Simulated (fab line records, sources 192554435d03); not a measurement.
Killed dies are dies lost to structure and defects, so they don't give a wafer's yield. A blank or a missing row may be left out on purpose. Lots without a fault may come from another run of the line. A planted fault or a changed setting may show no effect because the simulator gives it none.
fab line records | flow n5_finfet
record lots=23 wafers=69 last_day=17
route steps=1938 shown BEOL_M5@1114
lots that met no fault: from a run of the same line without faults
start_h: hours from the record's first day to the start of the lot's first wafer shown | wait_h: hours since the lot's step before | " the same as in the row above | L1.1+2: a row that stands for several wafers | - no value, or no start given | * or withheld: withheld | < > ~ a bound
route shown NAME@n: a module of which the file shows steps, and the number in the route of the first | usual: mean/standard deviation of fault-free wafers | same: alike in all rows | chamber/n: place in a boat | sites: the reading at each site | _std_site: their standard deviation | _edge_site: outer sites' mean less inner sites' | radius_mm: how far each site lies from the wafer's centre | mask NAME#n: copy n | behind: the tool/chamber that last shaped the wafer | hold: why the lot was held/for how many hours/how that ended | device: the transistor (n, p or np) that didn't switch | end of line: the same wafers' tests at the end of the route | a step without rows: its recipe alone | killed: dies lost to structure and defects at the first sort, not the wafer's yield | map: a wafer's dies, x killed, . not, _ none there
set.NAME: the setting as run; set.NAME@STEP: as run at that earlier step | model.NAME: the simulator's own value behind a step, which no gauge read
steps of the route over a sample of lots; a table a step, a row a wafer
services: from which hour (start_h, from the record's first day; less than 0 if before it) a tool's chamber was out of use, for how many hours, and why
## steps
# step N5_BEOL_M5_THK_MEAS_01
# recipe reads=SiCOH_lowk_of_BEOL_M5_ILD_DEP_00
# usual M5_ILD_THK=120.9/1.7
# columns lot.wafer tool chamber start_h wait_h M5_ILD_THK[nm]
L074.1 film_metro-01 - 170.95 0.4 120.6
L074.2 " - " " 122.1
L074.3 " - " " 120.0
L075.1 film_metro-01 - 179.04 0.4 119.9
L075.3 " - " " 120.2
L075.5 " - " " 121.6
L076.1 film_metro-01 - 193.50 0.4 119.2
L076.4 " - " " 121.2
L076.5 " - " " 121.4
L077.1 film_metro-01 - 193.76 0.4 122.7
L077.3 " - " " 122.7
L077.5 " - " " 125.2
L079.1 film_metro-01 - 200.08 0.4 122.0
L079.3 " - " " 120.0
L079.5 " - " " 123.8
L080.2 film_metro-01 - 209.01 0.4 119.6
L080.3 " - " " 121.2
L080.6 " - " " 121.6
L081.1 film_metro-02 - 209.32 0.4 117.8
L081.3 " - " " 118.2
L081.5 " - " " 120.4
L082.2 film_metro-02 - 212.59 0.4 118.7
L082.3 " - " " 120.6
L082.5 " - " " 121.8
L083.2 film_metro-01 - 226.33 0.4 119.8
L083.3 " - " " 121.5
L083.6 " - " " 121.9
L084.1 film_metro-02 - 242.01 0.4 120.8
L084.5 " - " " 121.6
L084.6 " - " " 121.4
L086.1 film_metro-02 - 242.49 0.4 118.8
L086.3 " - " " 121.6
L086.4 " - " " 120.4
L085.2 film_metro-01 - 246.80 0.4 117.5
L085.3 " - " " 118.4
L085.4 " - " " 119.8
L088.2 film_metro-01 - 251.55 0.7 122.1
L088.3 " - " " 123.0
L088.5 " - " " 125.1
L087.2 film_metro-01 - 253.70 0.7 122.0
L087.3 " - " " 122.5
L087.5 " - " " 122.1
L089.1 film_metro-01 - 270.64 0.8 118.7
L089.2 " - " " 117.3
L089.3 " - " " 119.3
L090.1 film_metro-02 - 270.83 0.4 118.7
L090.5 " - " " 121.4
L090.6 " - " " 122.2
L092.1 film_metro-01 - 276.16 0.4 120.4
L092.2 " - " " 118.4
L092.4 " - " " 120.9
L091.1 film_metro-02 - 277.45 0.4 119.0
L091.3 " - " " 120.7
L091.6 " - " " 122.0
L094.2 film_metro-01 - 286.80 0.4 119.5
L094.5 " - " " 120.1
L094.6 " - " " 121.5
L093.3 film_metro-01 - 290.85 0.3 121.5
L093.5 " - " " 122.3
L093.6 " - " " 121.1
L095.1 film_metro-01 - 303.94 0.4 120.1
L095.2 " - " " 120.2
L095.4 " - " " 124.0
L096.4 film_metro-02 - 304.16 0.4 122.6
L096.5 " - " " 123.4
L096.6 " - " " 121.5
L097.1 film_metro-02 - 307.67 0.4 119.1
L097.2 " - " " 121.1
L097.6 " - " " 123.3
# step N5_BEOL_M5_HM_OPEN_17
# recipe chemistry=Cl2/BCl3 target_depth_a=200 overetch_a=60 target=TiN mask_material=SOC ion_energy_ev=150 pressure_mtorr=10 icp_w=1000 bias_w=126 Cl2_flow_sccm=53.25 bcl3_flow_sccm=21.75 Ar_flow_sccm=25
# usual drypump_motor_current_A=5.4/0.37 mfc_cl2_sccm=53.25/0.16 oes_product_au=0.69/0.067 throttle_valve_pct=22.06/0.13
# columns lot.wafer tool chamber start_h wait_h drypump_motor_current_A mfc_cl2_sccm oes_product_au rf_hours_counter_h throttle_valve_pct
L074.1 rie_metal-02 1 172.46 0.0 5.1 53.19 0.70 18 21.94
L074.2 " 0 " " 6.0 53.11 0.52 135 22.37
L074.3 " 1 " " 5.1 53.22 0.72 - 21.95
L075.1 rie_metal-03 0 180.41 0.0 5.4 53.48 0.60 79 22.19
L075.3 " 0 " " 5.4 53.23 0.60 - 22.20
L075.5 " 0 " " 5.4 53.16 0.60 - 22.18
L076.1 rie_metal-02 1 194.93 0.0 5.2 53.04 0.72 20 21.96
L076.4 " 1 " " 5.1 53.15 0.70 - 21.95
L076.5 " 1 " " 5.2 53.01 0.70 - 21.94
L077.1 rie_metal-01 1 195.07 0.0 5.2 53.16 0.76 13 22.02
L077.3 " 0 " " 5.3 53.20 0.64 - 22.24
L077.5 " 1 " " 5.2 53.18 0.76 - 22.01
L079.1 rie_metal-02 1 201.43 0.0 5.2 53.16 0.70 21 21.96
L079.3 " 1 " " 5.1 53.45 0.70 - 21.96
L079.5 " 1 " " 5.1 53.30 0.70 - 21.97
L080.2 rie_metal-03 1 211.37 0.0 6.2 53.20 0.81 3 21.89
L080.3 " 1 " " 6.2 53.35 0.80 - 21.88
L080.6 " 1 " " 6.2 53.21 0.79 - 21.87
L081.1 rie_metal-02 1 211.61 0.0 5.2 53.25 0.69 22 21.97
L081.3 " 1 " " 5.1 53.29 0.70 - 21.98
L081.5 " 1 " " 5.1 53.26 0.68 - 21.96
L082.2 rie_metal-01 0 214.99 0.0 5.3 53.18 0.62 59 22.28
L082.3 " 1 " " 5.2 53.45 0.74 - 22.06
L082.5 " 0 " " 5.2 53.21 0.63 - 22.27
L083.2 rie_metal-03 0 227.74 0.0 5.4 53.00 0.59 83 22.22
L083.3 " 0 " " 5.4 53.15 0.61 - 22.20
L083.6 " 0 " " 5.4 52.93 0.60 - 22.19
L084.1 rie_metal-01 1 244.65 0.0 5.2 53.20 0.74 18 22.07
L084.5 " 0 " " 5.3 53.20 0.64 - 22.25
L084.6 " 1 " " 5.2 53.11 0.74 - 22.05
L086.1 rie_metal-01 0 245.11 0.0 5.3 53.04 0.63 62 22.26
L086.3 " 0 " " 5.3 53.35 0.62 - 22.27
L086.4 " 1 " " 5.2 53.04 0.74 - 22.05
L085.2 rie_metal-02 0 248.45 0.0 6.0 53.12 0.78 3 22.03
L085.3 " 0 " " 6.0 53.38 0.80 - 22.01
L085.4 " 1 " " 5.2 53.74 0.69 - 21.96
L088.2 rie_metal-02 0 255.10 0.0 6.0 53.27 0.80 4 22.01
L088.3 " 0 " " 6.0 53.25 0.80 - 22.04
L088.5 " 0 " " 6.0 53.08 0.80 - 22.01
L087.2 rie_metal-03 1 255.10 0.0 6.2 53.50 0.78 7 21.89
L087.3 " 0 " " 5.4 53.16 0.59 - 22.22
L087.5 " 0 " " 5.4 53.30 0.59 - 22.19
L089.1 rie_metal-03 1 272.39 0.0 6.2 53.07 0.76 9 21.89
L089.2 " 0 " " 5.4 53.30 0.59 88 22.22
L089.3 " 1 " " 6.2 53.23 0.75 - 21.89
L090.1 rie_metal-02 0 272.48 0.0 6.0 53.38 0.77 5 22.04
L090.5 " 0 " " 6.0 53.11 0.76 - 22.04
L090.6 " 1 " " 5.2 53.24 0.68 - 21.97
L092.1 rie_metal-02 1 280.72 0.0 5.1 52.95 0.67 27 21.97
L092.2 " 0 " " 6.0 53.13 0.77 5 22.04
L092.4 " 0 " " 6.0 53.25 0.77 - 22.03
L091.1 rie_metal-02 0 281.04 0.0 6.0 53.08 0.77 5 22.02
L091.3 " 1 " " 5.1 53.16 0.68 - 21.96
L091.6 " 0 " " 6.0 53.20 0.77 - 22.03
L094.2 rie_metal-02 1 289.25 0.0 5.2 53.29 0.69 28 21.98
L094.5 " 0 " " 6.0 53.30 0.77 - 22.03
L094.6 " 1 " " 5.1 53.21 0.69 - 21.96
L093.3 rie_metal-01 1 292.81 0.1 5.2 53.54 0.73 - 22.04
L093.5 " 0 " " 5.2 53.13 0.64 - 22.23
L093.6 " 1 " " 5.2 53.27 0.72 - 22.06
L095.1 rie_metal-01 0 305.99 0.0 5.3 53.53 0.63 65 22.26
L095.2 " 1 " " 5.2 53.24 0.72 25 22.07
L095.4 " 1 " " 5.2 53.24 0.72 - 22.06
L096.4 rie_metal-01 1 306.20 0.1 5.2 53.74 0.71 - 22.06
L096.5 " 1 " " 5.2 53.57 0.71 - 22.06
L096.6 " 0 " " 5.3 53.24 0.62 - 22.26
L097.1 rie_metal-02 1 309.50 0.0 5.2 53.48 0.68 30 21.97
L097.2 " 0 " " 6.0 53.19 0.76 8 22.03
L097.6 " 0 " " 6.0 53.08 0.76 - 22.05
# step N5_BEOL_M5_ETCH_67
# recipe chemistry=CF4 target=SiARC target_depth_a=156 mask_material=CAR-EUV time_s=26 ion_energy_ev=80 pressure_mtorr=40 source_w=545 bias_w=36 Ar_flow_sccm=100 cf4_flow_sccm=100 ends=cleared
# usual cf4_flow_sccm=100.00/0.28 drypump_motor_current_A=5.9/0.43 etch_rf_on_time_s=25.8/0.56 oes_product_au=0.62/0.042 rf_vpp_V=184.0/1.2 showerhead_plenum_p_Torr=2.14/0.073 throttle_valve_pct=15.70/0.16
# columns lot.wafer tool chamber start_h wait_h cf4_flow_sccm drypump_motor_current_A etch_rf_on_time_s oes_product_au rf_hours_counter_h rf_vpp_V showerhead_plenum_p_Torr throttle_valve_pct
L074.1 rie_diel-02 0 174.81 0.0 100.20 5.1 26.1 0.69 98 186.4 2.25 15.52
L074.2 " 2 " " 100.08 6.2 26.7 0.62 159 184.6 2.14 15.56
L074.3 " 1 " " 99.73 6.1 26.3 0.64 146 182.7 2.06 15.52
L075.1 rie_diel-04 2 181.49 0.0 100.35 5.4 25.6 0.64 152 183.7 2.14 15.64
L075.3 " 0 " " 100.59 6.3 25.3 0.62 213 181.6 2.05 16.01
L075.5 " 1 " " 99.80 6.0 25.2 0.63 - 183.9 2.22 15.67
L076.1 rie_diel-03 0 195.70 0.0 100.26 5.9 25.6 0.59 240 182.2 2.03 15.82
L076.4 " 1 " " 100.03 6.5 25.8 0.61 185 184.2 2.11 15.72
L076.5 " 1 " " 100.14 6.5 25.4 0.62 - 185.3 2.11 15.72
L077.1 rie_diel-04 2 195.75 0.0 99.62 5.4 25.7 0.64 155 183.0 2.14 15.65
L077.3 " 1 " " 100.19 6.0 25.4 0.63 164 185.4 2.22 15.71
L077.5 " 0 " " 99.82 6.3 25.5 0.62 - 182.4 2.05 16.02
L079.1 rie_diel-03 3 205.70 0.0 100.01 5.3 26.7 0.62 179 183.9 2.04 15.76
L079.3 " 2 " " 100.70 5.3 26.2 0.62 202 184.0 2.13 15.51
L079.5 " 3 " " 99.95 5.3 26.8 0.62 - 182.4 2.04 15.75
L081.1 rie_diel-03 3 213.67 0.0 100.15 5.3 26.4 0.62 181 181.3 2.04 15.75
L081.3 " 0 " " 99.41 5.9 25.7 0.59 246 183.0 2.03 15.83
L081.5 " 0 " " 99.79 5.9 25.7 0.59 - 183.7 2.03 15.80
L080.2 rie_diel-04 0 213.75 0.0 100.09 6.3 25.1 0.62 222 181.7 2.04 16.03
L080.3 " 2 " " 99.86 5.4 25.7 0.63 161 184.2 2.14 15.67
L080.6 " 2 " " 99.81 5.4 25.6 0.64 - 183.9 2.14 15.67
L082.2 rie_diel-03 2 215.82 0.0 99.52 5.3 26.3 0.61 205 183.3 2.13 15.49
L082.3 " 0 " " 100.37 5.9 25.7 0.59 247 181.8 2.03 15.82
L082.5 " 3 " " 100.22 5.3 26.5 0.62 - 183.3 2.04 15.77
L083.2 rie_diel-04 1 228.56 0.0 99.85 6.0 25.5 0.62 173 185.1 2.22 15.69
L083.3 " 3 " " 99.96 5.9 25.5 0.61 192 184.9 2.21 15.64
L083.6 " 1 " " 99.78 6.0 25.3 0.62 - 184.0 2.22 15.69
L086.1 rie_diel-04 3 246.70 0.0 99.95 6.0 25.1 0.61 198 185.7 2.21 15.66
L086.3 " 0 " " 100.12 6.3 25.1 0.61 232 182.5 2.04 16.06
L086.4 " 1 " " 100.12 6.0 25.4 0.62 178 185.0 2.21 15.70
L084.1 rie_diel-02 2 247.13 0.0 99.56 6.1 26.6 0.61 181 185.6 2.13 15.61
L084.5 " 1 " " 100.20 6.2 26.4 0.63 - 182.6 2.06 15.58
L084.6 " 2 " " 99.68 6.1 26.4 0.61 - 185.7 2.14 15.60
L085.2 rie_diel-04 3 254.02 0.0 100.36 5.9 25.5 0.60 200 186.1 2.21 15.66
L085.3 " 0 " " 99.66 6.3 25.3 0.61 235 185.0 2.04 16.06
L085.4 " 3 " " 99.92 5.9 25.4 0.61 - 183.5 2.21 15.66
L088.2 rie_diel-02 1 255.99 0.0 99.98 6.1 26.9 0.63 170 182.2 2.05 15.60
L088.3 " 2 " " 100.32 6.1 26.7 0.61 184 182.8 2.13 15.61
L088.5 " 0 " " 100.31 5.1 26.7 0.66 - 184.2 2.24 15.58
L087.2 rie_diel-04 0 256.61 0.0 100.08 6.3 24.9 0.61 236 182.2 2.04 16.07
L087.3 " 3 " " 100.33 6.0 25.1 0.60 202 183.9 2.21 15.67
L087.5 " 0 " " 100.49 6.3 24.7 0.61 - 182.7 2.04 16.05
L089.1 rie_diel-02 1 273.15 0.0 100.31 6.2 26.8 0.63 176 182.6 2.05 15.59
L089.2 " 2 " " 99.75 6.2 26.6 0.61 190 182.6 2.13 15.62
L089.3 " 3 " " 100.04 6.6 26.1 0.78 21 184.2 2.19 15.42
L090.1 rie_diel-04 0 274.05 0.0 99.76 6.3 25.0 0.61 240 182.4 2.04 16.08
L090.5 " 2 " " 99.78 5.4 25.5 0.63 - 183.6 2.13 15.68
L090.6 " 3 " " 100.01 6.0 25.5 0.59 - 184.4 2.21 15.66
L092.1 rie_diel-02 1 281.56 0.0 100.26 6.1 26.7 0.62 178 183.5 2.05 15.59
L092.2 " 2 " " 100.08 6.1 26.8 0.60 192 183.2 2.13 15.65
L092.4 " 0 " " 100.11 5.1 26.4 0.65 132 184.2 2.24 15.60
L091.1 rie_diel-04 3 284.27 0.0 99.96 5.9 25.6 0.59 209 185.0 2.21 15.70
L091.3 " 2 " " 99.71 5.4 25.5 0.63 177 184.2 2.13 15.69
L091.6 " 2 " " 99.80 5.4 25.6 0.63 - 184.1 2.13 15.68
L094.2 rie_diel-02 0 292.29 0.0 100.24 5.1 26.3 0.65 135 185.2 2.24 15.58
L094.5 " 3 " " 100.25 6.6 26.2 0.76 - 185.3 2.19 15.45
L094.6 " 2 " " 100.28 6.1 27.0 0.60 - 183.6 2.13 15.63
L093.3 rie_diel-04 2 296.84 0.0 100.06 5.4 25.9 0.63 181 184.4 2.13 15.69
L093.5 " 0 " " 100.16 6.3 25.2 0.60 - 181.8 2.04 16.09
L093.6 " 1 " " 99.70 6.0 25.7 0.60 - 184.9 2.21 15.74
L096.4 rie_diel-04 1 308.11 0.0 100.25 6.0 25.4 0.60 - 185.0 2.21 15.75
L096.5 " 2 " " 99.74 5.4 25.7 0.62 - 185.4 2.13 15.70
L096.6 " 3 " " 100.06 6.0 25.3 0.60 - 185.3 2.20 15.69
L095.1 rie_diel-03 3 308.26 0.0 99.92 5.3 26.9 0.59 212 182.9 2.03 15.83
L095.2 " 1 " " 100.03 6.5 25.8 0.59 223 182.9 2.10 15.78
L095.4 " 0 " " 99.03 5.9 25.7 0.79 17 184.3 2.28 15.36
L097.1 rie_diel-04 3 312.54 0.0 99.87 6.0 25.6 0.58 219 184.0 2.20 15.70
L097.2 " 1 " " 100.02 6.0 25.9 0.59 200 184.8 2.21 15.74
L097.6 " 2 " " 99.53 5.4 25.9 0.62 - 183.4 2.13 15.71
# step N5_BEOL_M5_ETCH_68
# recipe chemistry=N2/H2 target=SOC target_depth_a=800 overetch_a=160 mask_material=SiARC temp_c=40 time_s=120 ion_energy_ev=200 pressure_mtorr=30 source_w=840 bias_w=150 n2_flow_sccm=200 h2_flow_sccm=200
# usual drypump_motor_current_A=5.9/0.43 n2_flow_sccm=200.0/0.69 oes_product_au=0.56/0.039 rf_vpp_V=523.9/2.7 showerhead_plenum_p_Torr=2.54/0.094 temp_c=39.99/0.11 throttle_valve_pct=17.82/0.13
# columns lot.wafer tool chamber start_h wait_h drypump_motor_current_A n2_flow_sccm oes_product_au rf_hours_counter_h rf_vpp_V showerhead_plenum_p_Torr temp_c throttle_valve_pct
L074.1 rie_diel-02 0 174.84 0.0 5.1 199.5 0.62 98 528.7 2.67 40.12 17.68
L074.2 " 2 " " 6.2 200.3 0.57 159 523.7 2.54 40.01 17.65
L074.3 " 1 " " 6.2 201.2 0.59 146 520.8 2.44 40.06 17.71
L075.1 rie_diel-04 2 181.51 0.0 5.4 200.9 0.58 152 523.7 2.54 39.90 17.76
L075.3 " 0 " " 6.4 200.5 0.55 213 518.4 2.40 40.09 18.03
L075.5 " 1 " " 6.1 200.4 0.55 - 528.3 2.64 40.26 17.90
L076.1 rie_diel-03 0 195.73 0.0 5.9 199.5 0.53 240 519.7 2.40 40.12 17.95
L076.4 " 1 " " 6.5 200.6 0.55 186 525.1 2.52 40.12 17.82
L076.5 " 1 " " 6.5 200.5 0.55 - 523.7 2.52 40.17 17.83
L077.1 rie_diel-04 2 195.78 0.0 5.4 200.6 0.58 155 523.3 2.53 40.01 17.76
L077.3 " 1 " " 6.0 200.5 0.55 164 527.1 2.64 39.94 17.89
L077.5 " 0 " " 6.4 200.0 0.54 - 520.2 2.39 39.93 18.04
L079.1 rie_diel-03 3 205.73 0.0 5.3 200.1 0.56 179 519.4 2.41 39.99 17.91
L079.3 " 2 " " 5.3 200.2 0.55 202 523.6 2.53 39.82 17.80
L079.5 " 3 " " 5.3 198.5 0.56 - 519.8 2.41 39.88 17.89
L081.1 rie_diel-03 3 213.70 0.0 5.3 199.2 0.56 181 521.5 2.41 40.12 17.89
L081.3 " 0 " " 5.9 199.5 0.52 246 521.6 2.40 39.90 17.95
L081.5 " 0 " " 5.9 200.1 0.52 - 518.7 2.40 40.07 17.95
L080.2 rie_diel-04 0 213.78 0.0 6.4 200.2 0.54 222 519.3 2.39 40.03 18.03
L080.3 " 2 " " 5.4 199.3 0.57 161 523.6 2.53 39.92 17.76
L080.6 " 2 " " 5.4 199.9 0.56 - 523.6 2.53 40.09 17.78
L082.2 rie_diel-03 2 215.85 0.0 5.3 201.4 0.54 205 523.6 2.53 40.04 17.82
L082.3 " 0 " " 5.9 200.6 0.53 247 519.8 2.40 40.20 17.95
L082.5 " 3 " " 5.3 198.9 0.56 - 520.9 2.41 40.03 17.89
L083.2 rie_diel-04 1 228.59 0.0 6.1 199.4 0.55 173 526.4 2.64 40.24 17.91
L083.3 " 3 " " 5.9 201.3 0.53 192 526.4 2.63 39.98 17.68
L083.6 " 1 " " 6.0 199.5 0.55 - 526.0 2.64 40.06 17.93
L086.1 rie_diel-04 3 246.73 0.0 6.0 200.1 0.54 198 526.1 2.62 39.78 17.68
L086.3 " 0 " " 6.3 199.9 0.53 232 519.0 2.39 39.97 18.05
L086.4 " 1 " " 6.0 200.6 0.54 178 526.1 2.63 39.99 17.93
L084.1 rie_diel-02 2 247.16 0.0 6.1 199.2 0.55 181 523.1 2.53 39.74 17.70
L084.5 " 1 " " 6.2 198.3 0.57 - 521.3 2.43 40.04 17.76
L084.6 " 2 " " 6.1 199.8 0.55 - 524.5 2.53 39.89 17.69
L085.2 rie_diel-04 3 254.05 0.0 5.9 199.9 0.53 200 527.4 2.62 39.99 17.68
L085.3 " 0 " " 6.3 199.6 0.53 235 520.5 2.39 39.92 18.05
L085.4 " 3 " " 6.0 202.4 0.53 - 525.6 2.62 39.96 17.68
L088.2 rie_diel-02 1 256.02 0.0 6.2 199.2 0.57 170 521.0 2.43 39.93 17.76
L088.3 " 2 " " 6.1 198.2 0.55 184 523.5 2.53 39.91 17.69
L088.5 " 0 " " 5.1 200.4 0.60 - 527.4 2.65 39.95 17.73
L087.2 rie_diel-04 0 256.64 0.0 6.3 199.2 0.53 236 520.1 2.39 40.04 18.04
L087.3 " 3 " " 6.0 201.9 0.53 202 528.0 2.62 40.12 17.70
L087.5 " 0 " " 6.3 200.3 0.54 - 520.3 2.39 40.04 18.07
L089.1 rie_diel-02 1 273.18 0.0 6.2 199.9 0.56 176 521.5 2.43 39.89 17.78
L089.2 " 2 " " 6.1 200.3 0.55 190 524.9 2.52 40.09 17.71
L089.3 " 3 " " 6.6 199.8 0.70 22 525.5 2.59 40.12 17.59
L090.1 rie_diel-04 0 274.08 0.0 6.3 200.1 0.53 240 519.7 2.38 39.97 18.06
L090.5 " 2 " " 5.4 200.3 0.56 - 524.0 2.53 39.91 17.78
L090.6 " 3 " " 5.9 199.9 0.53 - 527.1 2.62 40.13 17.69
L092.1 rie_diel-02 1 281.58 0.0 6.2 201.5 0.56 178 521.3 2.43 40.09 17.78
L092.2 " 2 " " 6.1 200.1 0.55 192 522.3 2.52 40.00 17.72
L092.4 " 0 " " 5.1 199.8 0.59 132 527.7 2.65 40.00 17.71
L091.1 rie_diel-04 3 284.30 0.0 6.0 199.5 0.52 209 525.2 2.62 39.95 17.70
L091.3 " 2 " " 5.4 199.6 0.56 177 522.4 2.52 40.00 17.81
L091.6 " 2 " " 5.4 199.5 0.56 - 522.9 2.52 40.05 17.80
L094.2 rie_diel-02 0 292.32 0.0 5.1 200.5 0.59 135 526.5 2.65 40.06 17.73
L094.5 " 3 " " 6.6 200.2 0.69 - 525.2 2.59 39.90 17.60
L094.6 " 2 " " 6.2 200.5 0.55 - 524.2 2.52 39.72 17.72
L093.3 rie_diel-04 2 296.87 0.0 5.4 199.7 0.55 181 522.4 2.52 40.03 17.81
L093.5 " 0 " " 6.3 200.1 0.53 - 520.6 2.38 39.99 18.07
L093.6 " 1 " " 6.0 200.3 0.53 - 526.8 2.63 39.94 17.96
L096.4 rie_diel-04 1 308.16 0.0 6.0 199.6 0.53 - 525.6 2.62 39.86 17.98
L096.5 " 2 " " 5.4 199.5 0.56 - 523.0 2.52 39.93 17.81
L096.6 " 3 " " 6.0 200.4 0.52 - 525.7 2.61 39.94 17.71
L095.1 rie_diel-03 3 308.29 0.0 5.3 199.8 0.54 212 520.2 2.40 39.92 17.94
L095.2 " 1 " " 6.5 199.9 0.53 223 523.0 2.51 40.22 17.90
L095.4 " 0 " " 5.9 199.7 0.69 17 528.7 2.71 40.03 17.53
L097.1 rie_diel-04 3 312.57 0.0 6.0 200.4 0.52 219 526.2 2.61 40.03 17.72
L097.2 " 1 " " 6.0 200.6 0.53 200 526.3 2.62 39.98 17.96
L097.6 " 2 " " 5.4 200.9 0.55 - 523.0 2.52 39.92 17.81
# step N5_BEOL_M5_ALD_86
# recipe material=TaN target_thk_a=* temp_c=275 ald_precursor_family=PDMAT ald_co_reactant=NH3 pressure_torr=3 carrier_flow_sccm=1500 pulse_time_s=2 purge_time_s=3 co_reactant_purge_time_s=2 co_reactant_pulse_time_s=3 ald_cycles=30 precursor_vessel_temp_c=75 precursor_vessel_pressure_torr=26.25 precursor_vessel_carrier_sccm=1000
# usual heater_power_w=430/40
# columns lot.wafer tool chamber start_h wait_h heater_power_w
L074.1 ald_metal-02 0 177.20 0.1 426
L074.2 " 3 " " 475
L074.3 " 2 " " 480
L075.1 ald_metal-04 3 182.85 0.0 473
L075.3 " 0 " " 470
L075.5 " 0 " " 490
L076.1 ald_metal-03 2 197.25 0.1 464
L076.4 " 3 " " 400
L076.5 " 0 " " 356
L077.1 ald_metal-02 0 197.29 0.1 417
L077.3 " 1 " " 404
L077.5 " 1 " " 415
L079.1 ald_metal-04 3 207.21 0.1 462
L079.3 " 2 " " 425
L079.5 " 1 " " 377
L081.1 ald_metal-02 0 214.96 0.1 434
L081.3 " 1 " " 403
L081.5 " 2 " " 483
L080.2 ald_metal-04 1 215.08 0.1 387
L080.3 " 3 " " 455
L080.6 " 3 " " 460
L082.2 ald_metal-03 2 217.93 0.2 457
L082.3 " 1 " " 403
L082.5 " 3 " " 401
L083.2 ald_metal-03 0 229.67 0.1 355
L083.3 " 1 " " 413
L083.6 " 2 " " 474
L086.1 ald_metal-02 3 247.85 0.1 470
L086.3 " 0 " " 415
L086.4 " 2 " " 460
L084.1 ald_metal-02 2 248.48 0.1 490
L084.5 " 2 " " 473
L084.6 " 1 " " 407
L085.2 ald_metal-02 3 256.17 0.0 476
L085.3 " 1 " " 418
L085.4 " 0 " " 425
L088.2 ald_metal-03 0 257.03 0.0 360
L088.3 " 3 " " 382
L088.5 " 3 " " 394
L087.2 ald_metal-04 1 259.52 0.3 376
L087.3 " 0 " " 479
L087.5 " 0 " " 481
L089.1 ald_metal-03 0 274.83 0.1 353
L089.2 " 3 " " 392
L089.3 " 1 " " 403
L090.1 ald_metal-04 2 275.05 0.0 429
L090.5 " 1 " " 385
L090.6 " 2 " " 426
L092.1 ald_metal-03 0 282.54 0.0 359
L092.2 " 2 " " 467
L092.4 " 1 " " 404
L091.1 ald_metal-03 2 285.41 0.1 467
L091.3 " 1 " " 424
L091.6 " 3 " " 391
L094.2 ald_metal-04 0 293.99 0.1 476
L094.5 " 1 " " 362
L094.6 " 0 " " 463
L093.3 ald_metal-04 0 298.18 0.0 482
L093.5 " 3 " " 454
L093.6 " 2 " " 437
L096.4 ald_metal-02 3 309.24 0.1 491
L096.5 " 3 " " 477
L096.6 " 2 " " 479
L095.1 ald_metal-04 0 309.50 0.0 482
L095.2 " 1 " " 383
L095.4 " 2 " " 422
L097.1 ald_metal-02 3 313.92 0.3 469
L097.2 " 0 " " 408
L097.6 " 3 " " 472
# step N5_BEOL_M5_SPUTTER_83
# recipe material=Cu target_thk_a=150 temp_c=-20 chamber_pressure_pa=0.07 power_w=withheld time_s=27.62
# usual throttle_valve_pct=30.2/1.2
# columns lot.wafer tool chamber start_h wait_h throttle_valve_pct
L074.1 pvd_sputter-01 - 179.92 0.5 27.9
L074.2 " - " " 31.7
L074.3 " - " " 29.1
L075.1 pvd_sputter-02 - 185.58 0.5 30.8
L075.3 " - " " 30.9
L075.5 " - " " 31.3
L076.1 pvd_sputter-02 - 199.96 0.5 30.8
L076.4 " - " " 31.0
L076.5 " - " " 30.9
L077.1 pvd_sputter-01 - 200.32 0.5 30.5
L077.3 " - " " 27.7
L077.5 " - " " 27.9
L079.1 pvd_sputter-01 - 210.05 0.5 30.4
L079.3 " - " " 31.9
L079.5 " - " " 31.5
L081.1 pvd_sputter-01 - 218.11 0.5 28.0
L081.3 " - " " 31.7
L081.5 " - " " 31.5
L080.2 pvd_sputter-02 - 218.16 0.5 30.8
L080.3 " - " " 31.1
L080.6 " - " " 31.1
L082.2 pvd_sputter-03 - 220.87 0.5 28.5
L082.3 " - " " 30.9
L082.5 " - " " 28.6
L083.2 pvd_sputter-01 - 232.39 0.5 31.9
L083.3 " - " " 28.9
L083.6 " - " " 31.8
L086.1 pvd_sputter-01 - 250.83 0.5 30.2
L086.3 " - " " 27.8
L086.4 " - " " 31.6
L084.1 pvd_sputter-02 - 253.04 0.5 31.1
L084.5 " - " " 31.1
L084.6 " - " " 31.0
L085.2 pvd_sputter-03 - 258.82 0.5 28.6
L085.3 " - " " 28.3
L085.4 " - " " 28.6
L088.2 pvd_sputter-02 - 260.15 0.5 30.9
L088.3 " - " " 31.0
L088.5 " - " " 31.1
L087.2 pvd_sputter-01 - 262.86 0.5 28.1
L087.3 " - " " 31.7
L087.5 " - " " 30.3
L089.1 pvd_sputter-01 - 277.54 0.5 31.6
L089.2 " - " " 29.1
L089.3 " - " " 30.3
L090.1 pvd_sputter-02 - 277.71 0.5 30.8
L090.5 " - " " 30.9
L090.6 " - " " 30.9
L092.1 pvd_sputter-02 - 285.48 0.5 30.8
L092.2 " - " " 30.8
L092.4 " - " " 30.7
L091.1 pvd_sputter-03 - 292.07 2.8 30.8
L091.3 " - " " 28.8
L091.6 " - " " 30.7
L094.2 pvd_sputter-03 - 296.96 0.5 30.8
L094.5 " - " " 28.6
L094.6 " - " " 30.6
L093.3 pvd_sputter-02 - 300.90 0.5 30.7
L093.5 " - " " 30.9
L093.6 " - " " 30.9
L096.4 pvd_sputter-02 - 312.09 0.5 30.7
L096.5 " - " " 31.1
L096.6 " - " " 31.0
L095.1 pvd_sputter-01 - 312.28 0.5 28.9
L095.2 " - " " 27.9
L095.4 " - " " 30.5
L097.1 pvd_sputter-03 - 316.57 0.5 30.8
L097.2 " - " " 28.4
L097.6 " - " " 28.2
## services
# columns tool chamber start_h hours kind
rie_metal-03 1 171.39 9.5 repair
ald_metal-03 - 175.34 1.8 repair
ald_metal-02 3 178.85 12.1 repair
rie_metal-01 1 181.95 1.7 repair
ald_metal-04 - 192.07 2.8 pm
ald_metal-02 3 209.07 23.7 repair
rie_diel-02 3 210.65 2.9 repair
ald_metal-02 2 228.14 6.6 repair
rie_metal-01 - 231.41 5.1 repair
ald_metal-03 - 242.97 0.4 repair
rie_metal-01 0 248.82 21.7 repair
rie_diel-04 2 248.97 8.5 repair
rie_metal-02 - 249.19 2.8 pm
rie_diel-02 3 249.69 7.0 repair
ald_metal-04 3 271.36 25.0 repair
rie_metal-03 - 277.13 0.7 repair
rie_metal-01 - 277.25 0.9 repair
pvd_sputter-03 - 279.46 4.2 repair
rie_diel-04 0 303.73 - clean
rie_diel-04 0 303.73 - consumable_replace:focus_ring
rie_diel-04 0 303.73 - consumable_replace:showerhead
rie_diel-04 0 303.73 17.6 scheduled_down
ald_metal-03 2 313.53 7.2 repair
rie_diel-04 2 316.38 2.4 repair
## key
fault none
